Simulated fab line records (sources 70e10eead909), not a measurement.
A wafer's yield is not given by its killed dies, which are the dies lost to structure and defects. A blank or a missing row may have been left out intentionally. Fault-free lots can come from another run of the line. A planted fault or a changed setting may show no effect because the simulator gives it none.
fab line records	flow nand_harc
[record] lots = 13	wafers = 39	last_day = 33
route steps=1302 shown P_ZERO_WELL@16 P_GATE@151
lots that met no fault: taken from a fault-free run of the same line
start_h: hours from the record's opening day to when the first of the lot's shown wafers began	wait_h: how many hours have passed since the lot's step before this one	" the same as in the row above	L1.1+2: a row that stands for several wafers	- no value, or no start was given	* or withheld: withheld	< > ~ a bound
route shown NAME@n: a module of which the file shows steps, and the number in the route of the first	usual: the fault-free wafers' mean and standard deviation	same: alike in all rows	chamber/n: place in a boat	sites: readings site by site	_std_site: how widely they spread, as a standard deviation	_edge_site: outer sites' mean less inner sites'	radius_mm: how far each site lies from the wafer's centre	mask NAME#n: copy n	behind: the last tool/chamber to shape the wafer	hold: the reason the lot was held/the length of the hold in hours/how it ended	device: the transistor (n, p or np) that didn't switch	end of line: the route-end tests of the same wafers	a step given without rows: its recipe and nothing more	killed: at the first sort, the dies lost to defects and structure; wafer yield is something else	map: shows each die of a wafer: x if killed, . if not, _ if none is there
set.NAME: setting as actually run; set.NAME@STEP: the setting as run at that earlier step	model.NAME: the simulator's own value behind a step, which no gauge read
route steps across a sampled set of lots; one table per step, one row per wafer
services: the hour from which a tool's chamber was out of use, counted from the record's first day as start_h (under 0 if before that day), plus the number of hours and why
[[steps]]
[step NHARC_P_ZERO_WELL_DESCUM_13]
[recipe] time_s = 3	o2_flow_sccm = 200	ar_flow_sccm = 0	bias_power_w = 0	chemistry = O2
[usual] drypump_motor_current_A = 5.6/0.44	oes_product_au = 1.002/0.015	rf_vpp_V = 57.7/0.95	showerhead_plenum_p_Torr = 1.91/0.091	throttle_valve_pct = 11.310/0.0092
lot.wafer	tool	chamber	start_h	wait_h	drypump_motor_current_A	oes_product_au	rf_hours_counter_h	rf_vpp_V	showerhead_plenum_p_Torr	throttle_valve_pct
L385.2	rie_diel-02	0	21.40	-	6.4	1.002	50	58.2	2.03	11.311
L385.3	"	3	"	"	5.1	1.013	42	57.5	1.94	11.313
L385.6	"	1	"	"	5.7	0.997	-	57.2	1.80	11.313
L386.3	rie_diel-13	3	31.42	-	5.2	1.015	12	57.2	1.98	11.304
L386.4	"	0	"	"	5.5	1.006	13	58.9	2.01	11.313
L386.6	"	1	"	"	6.0	0.994	-	58.1	1.79	11.303
L388.4	rie_diel-13	3	51.29	-	5.2	1.013	18	57.7	1.98	11.316
L388.1	"	0	"	"	5.5	1.014	17	58.1	2.01	11.309
L388.5	"	2	"	"	6.1	1.002	-	58.1	1.94	11.319
L389.3	rie_diel-02	3	61.40	-	5.1	1.005	2	56.9	1.94	11.311
L389.1	"	2	"	"	5.3	0.980	4	59.0	1.92	11.302
L389.5	"	3	"	"	5.1	0.992	-	58.8	1.94	11.318
L390.4	rie_diel-13	3	71.29	-	5.2	1.025	27	57.5	1.98	11.294
L390.1	"	0	"	"	5.5	1.030	24	58.4	2.01	11.321
L390.6	"	2	"	"	6.0	1.019	-	57.0	1.93	11.310
L391.1	rie_diel-04	0	81.42	-	5.3	0.989	26	58.5	2.02	11.318
L391.2	"	2	"	"	4.8	1.001	25	58.4	1.98	11.323
L391.5	"	0	"	"	5.3	0.999	-	57.9	2.02	11.317
L392.4	rie_diel-04	0	91.41	-	5.3	1.010	29	58.2	2.02	11.316
L392.1	"	1	"	"	6.0	1.028	30	56.8	1.79	11.311
L392.6	"	3	"	"	5.5	1.006	-	56.1	1.77	11.299
L393.1	rie_diel-02	2	101.51	-	5.3	0.990	17	58.5	1.91	11.312
L393.3	"	3	"	"	5.1	1.006	14	57.7	1.93	11.303
L393.6	"	1	"	"	5.7	1.003	-	57.3	1.79	11.292
L394.4	rie_diel-04	1	111.27	-	6.0	1.014	36	57.6	1.79	11.307
L394.2	"	2	"	"	4.9	1.016	33	59.7	1.97	11.307
L394.3	"	0	"	"	5.3	1.005	37	57.3	2.02	11.301
L395.2	rie_diel-02	3	122.40	-	5.1	0.987	20	58.2	1.93	11.305
L395.1	"	2	"	"	5.3	0.973	25	56.3	1.91	11.321
L395.6	"	0	"	"	6.4	0.984	-	58.0	2.02	11.308
L397.4	rie_diel-13	3	141.40	-	5.2	1.022	49	58.6	1.97	11.322
L397.6	"	3	"	"	5.2	1.024	-	57.6	1.97	11.320
L397.5	"	0	"	"	5.5	1.026	-	57.4	2.00	11.316
L399.1	rie_diel-13	2	161.31	-	6.0	1.012	55	57.1	1.92	11.313
L399.4	"	3	"	"	5.2	0.998	57	57.9	1.97	11.321
L399.6	"	0	"	"	5.5	1.020	-	57.9	2.00	11.326
L408.3	rie_diel-04	0	251.52	-	5.3	0.997	13	59.0	2.00	11.316
L408.2	"	2	"	"	4.8	1.004	17	57.8	1.96	11.324
L408.1	"	3	"	"	5.5	0.987	17	58.0	2.07	11.299
[step NHARC_P_ZERO_WELL_EXPOSE_49]
[recipe] na = 0.6	target_cd_nm = 2000	dose_mj = 22.64	mask_id = P_HVPW
lot.wafer	tool	chamber	start_h	wait_h	mask
L385.2+3+6	krf_scanner-01	0	26.83	-	P_HVPW#0
L386.3+4+6	krf_scanner-02	0	35.59	-	P_HVPW#0
L388.1+4+5	krf_scanner-04	0	55.47	-	P_HVPW#0
L389.1+3+5	krf_scanner-02	0	66.12	-	P_HVPW#0
L390.1+4+6	krf_scanner-04	0	75.65	-	P_HVPW#0
L391.1+2+5	krf_scanner-01	0	85.72	-	P_HVPW#0
L392.1+4+6	krf_scanner-01	0	95.45	-	P_HVPW#0
L393.1+3+6	krf_scanner-04	0	105.79	-	P_HVPW#0
L394.2+3+4	krf_scanner-04	0	115.34	-	P_HVPW#0
L395.1+2+6	krf_scanner-04	0	127.43	-	P_HVPW#0
L397.4+5+6	krf_scanner-04	0	145.75	-	P_HVPW#0
L399.1+4+6	krf_scanner-04	0	165.50	-	P_NWELL#0
L408.1+2+3	krf_scanner-01	0	255.84	-	P_HVPW#0
[step NHARC_P_ZERO_WELL_CD_MEAS_52]
[recipe] target_cd_nm = 2000	landing_energy_ev = 500
[usual] cd_nm = 1999.9/2.1
lot.wafer	tool	chamber	start_h	wait_h	cd_nm
L385.2	cd_sem-02	0	26.98	-	2001.8
L385.3	"	0	"	"	1996.1
L385.6	"	0	"	"	2001.2
L386.3	cd_sem-02	0	35.75	-	2004.4
L386.4	"	0	"	"	2001.5
L386.6	"	0	"	"	2000.8
L388.1	cd_sem-01	0	55.62	-	1999.2
L388.4	"	0	"	"	1996.8
L388.5	"	0	"	"	1997.3
L389.1	cd_sem-02	0	66.29	-	1996.7
L389.3	"	0	"	"	1997.0
L389.5	"	0	"	"	2000.8
L390.1	cd_sem-02	0	75.81	-	2000.6
L390.4	"	0	"	"	1996.7
L390.6	"	0	"	"	1997.7
L391.1	cd_sem-03	0	85.88	-	2000.9
L391.2	"	0	"	"	2000.7
L391.5	"	0	"	"	1998.9
L392.1	cd_sem-03	0	95.61	-	2000.1
L392.4	"	0	"	"	1997.8
L392.6	"	0	"	"	2001.3
L393.1	cd_sem-02	0	105.95	-	2002.7
L393.3	"	0	"	"	1997.7
L393.6	"	0	"	"	2001.1
L394.2	cd_sem-02	0	115.49	-	1998.3
L394.3	"	0	"	"	1998.8
L394.4	"	0	"	"	1999.5
L395.1	cd_sem-01	0	127.59	-	1998.0
L395.2	"	0	"	"	1996.8
L395.6	"	0	"	"	1999.5
L397.4	cd_sem-01	0	145.89	-	1996.7
L397.5	"	0	"	"	1997.6
L397.6	"	0	"	"	1999.0
L399.1	cd_sem-01	0	165.66	-	-
L399.4	"	0	"	"	-
L399.6	"	0	"	"	-
L408.1	cd_sem-02	0	255.99	-	1999.8
L408.2	"	0	"	"	1998.9
L408.3	"	0	"	"	1998.8
[step NHARC_P_GATE_CD_MEAS_33]
[usual] cd_nm = 120/3.9
lot.wafer	tool	chamber	start_h	wait_h	cd_nm
L385.2	cd_sem-02	-	95.79	-	115
L385.3	"	-	"	"	120
L385.6	"	-	"	"	118
L386.3	cd_sem-01	-	103.24	-	118
L386.4	"	-	"	"	120
L386.6	"	-	"	"	120
L388.1	cd_sem-01	-	125.73	-	123
L388.4	"	-	"	"	117
L388.5	"	-	"	"	115
L390.1	cd_sem-01	-	148.22	-	123
L390.4	"	-	"	"	116
L390.6	"	-	"	"	124
L389.1	cd_sem-01	-	148.63	-	116
L389.3	"	-	"	"	117
L389.5	"	-	"	"	114
L391.1	cd_sem-01	-	166.59	-	113
L391.2	"	-	"	"	118
L391.5	"	-	"	"	118
L392.1	cd_sem-02	-	177.30	-	117
L392.4	"	-	"	"	126
L392.6	"	-	"	"	122
L393.1	cd_sem-01	-	177.94	-	112
L393.3	"	-	"	"	121
L393.6	"	-	"	"	116
L394.2	cd_sem-02	-	196.79	-	118
L394.3	"	-	"	"	120
L394.4	"	-	"	"	121
L395.1	cd_sem-01	-	204.63	-	117
L395.2	"	-	"	"	117
L395.6	"	-	"	"	120
L397.4	cd_sem-02	-	210.58	-	121
L397.5	"	-	"	"	115
L397.6	"	-	"	"	117
L408.1	cd_sem-01	-	331.83	-	117
L408.2	"	-	"	"	115
L408.3	"	-	"	"	119
[step NHARC_P_GATE_STRIP_101]
[recipe] time_s = 20	o2_flow_sccm = 500	ar_flow_sccm = 0	bias_w = 0	chemistry = O2
[usual] drypump_motor_current_A = 5.8/0.35	oes_product_au = 1.004/0.011	rf_vpp_V = 57.6/0.89	showerhead_plenum_p_Torr = 3.45/0.12	throttle_valve_pct = 17.037/0.0084
lot.wafer	tool	chamber	start_h	wait_h	drypump_motor_current_A	oes_product_au	rf_hours_counter_h	rf_vpp_V	showerhead_plenum_p_Torr	throttle_valve_pct
L385.2	rie_diel-07	2	105.77	0.1	5.5	1.000	6.5	57.9	3.51	17.030
L385.3	"	1	"	"	6.0	1.001	9.9	57.5	3.51	17.034
L385.6	"	3	"	"	5.4	1.010	-	57.8	3.57	17.051
L386.3	rie_diel-08	3	113.40	0.1	5.3	1.007	3.6	56.4	3.31	17.040
L386.4	"	0	"	"	5.9	1.011	3.3	58.2	3.35	17.030
L386.6	"	3	"	"	5.4	1.013	-	56.6	3.31	17.030
L388.4	rie_diel-07	0	135.69	0.1	6.3	0.998	0.0	56.6	3.61	17.028
L388.1	"	1	"	"	6.0	1.007	0.0	57.5	3.51	17.045
L388.5	"	0	"	"	6.3	1.003	-	58.6	3.61	17.042
L390.4	rie_diel-07	3	158.34	0.1	5.4	1.001	1.6	56.2	3.57	17.035
L390.1	"	0	"	"	6.3	1.006	1.1	55.8	3.61	17.024
L390.6	"	0	"	"	6.3	1.009	-	58.1	3.61	17.027
L389.1	rie_diel-10	1	158.65	0.1	6.5	1.024	4.0	57.9	3.30	17.033
L389.3	"	2	"	"	6.0	1.003	5.4	57.5	3.31	17.030
L389.5	"	1	"	"	6.5	1.016	-	57.1	3.30	17.031
L391.1	rie_diel-07	1	176.79	0.1	6.0	0.998	1.8	58.3	3.51	17.045
L391.2	"	2	"	"	5.6	0.996	2.3	57.8	3.51	17.030
L391.5	"	3	"	"	5.3	1.007	-	57.9	3.57	17.023
L392.1	rie_diel-10	3	187.76	0.4	6.1	0.991	7.9	57.7	3.31	17.045
L392.4	"	2	"	"	6.0	0.999	7.5	56.6	3.31	17.033
L392.6	"	3	"	"	6.1	0.998	-	58.0	3.31	17.026
L393.1	rie_diel-07	3	187.95	0.1	5.4	0.998	2.0	58.3	3.57	17.032
L393.3	"	2	"	"	5.6	0.991	2.6	57.3	3.51	17.029
L393.6	"	0	"	"	6.3	0.996	-	58.5	3.61	17.045
L394.4	rie_diel-08	3	206.78	0.1	5.3	1.009	0.0	57.7	3.31	17.034
L394.2	"	0	"	"	5.9	1.017	0.0	57.3	3.35	17.042
L394.3	"	1	"	"	5.5	0.999	0.0	57.1	3.58	17.033
L395.1	rie_diel-07	1	214.60	0.1	6.0	1.004	3.0	57.9	3.51	17.030
L395.2	"	0	"	"	6.3	0.992	2.5	58.0	3.61	17.039
L395.6	"	1	"	"	6.0	0.994	-	58.5	3.51	17.045
L397.4	rie_diel-08	0	226.98	0.1	5.9	1.009	1.4	56.8	3.34	17.033
L397.6	"	2	"	"	5.7	0.994	-	57.5	3.35	17.038
L397.5	"	3	"	"	5.3	1.003	-	57.1	3.31	17.036
L408.3	rie_diel-08	3	342.00	0.1	5.3	1.006	7.8	58.2	3.31	17.035
L408.2	"	0	"	"	5.9	1.018	7.8	57.7	3.34	17.043
L408.1	"	1	"	"	5.4	1.000	7.9	56.1	3.57	17.032
[[services]]
tool	chamber	start_h	hours	kind
rie_diel-02	-	0.84	0.6	repair
rie_diel-04	-	1.05	9.0	pm
rie_diel-08	2	5.31	6.9	repair
krf_scanner-04	-	10.00	4.0	pm
rie_diel-08	-	13.80	9.0	pm
rie_diel-07	0	21.84	6.0	repair
rie_diel-13	-	22.69	0.5	repair
rie_diel-02	-	40.62	9.0	pm
rie_diel-02	0	59.56	14.9	repair
krf_scanner-01	-	69.39	6.7	repair
rie_diel-02	3	70.49	7.2	repair
rie_diel-07	2	81.13	1.9	repair
rie_diel-07	-	117.20	9.0	pm
rie_diel-04	3	117.91	8.2	repair
krf_scanner-01	-	123.32	0.2	repair
rie_diel-13	-	165.06	9.0	pm
krf_scanner-04	-	182.00	4.0	pm
rie_diel-07	1	215.89	7.1	repair
krf_scanner-04	-	227.62	0.6	repair
krf_scanner-04	-	281.11	1.9	repair
rie_diel-07	-	294.20	9.0	pm
krf_scanner-04	-	303.45	6.2	repair
rie_diel-13	1	304.47	10.8	repair
rie_diel-13	2	330.26	4.8	repair
[[key]]
[first_sign] step = NHARC_P_ZERO_WELL_EXPOSE_49	reading = mask	direction = changed
[effect] step = NHARC_P_ZERO_WELL_CD_MEAS_52	reading = cd_nm	direction = missing
met_at NHARC_P_ZERO_WELL_EXPOSE_49
struck_lots L399
later_rows_left_out L399.1,L399.4,L399.6
sort_left_out L399.1,L399.4,L399.6
tester_left_out L399
not_acting_at NHARC_P_ZERO_WELL_DESCUM_13,NHARC_P_GATE_CD_MEAS_33,NHARC_P_GATE_STRIP_101
onset_between 145.75 165.50
[fault] kind = wrong_mask	tool = any	chamber = -	onset_h = 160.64	steps = NHARC_P_ZERO_WELL_EXPOSE_49	aux_copy = P_NWELL#0	scope = struck_lots_only
// tester_left_out: of these lots the tester's yield and bins aren't shown, on N5 and GAA mostly nor the transistor test; their killed dies are dies lost to structure and defects alone, not to doping, threshold or leakage, so they don't give the yield
// sort_left_out: the simulated sort isn't trusted on such a fault, so these wafers' sort isn't shown, and their yield isn't known
// later_rows_left_out: the simulator's readings of these wafers behind a module that went badly wrong aren't trusted and aren't shown, but for the sort
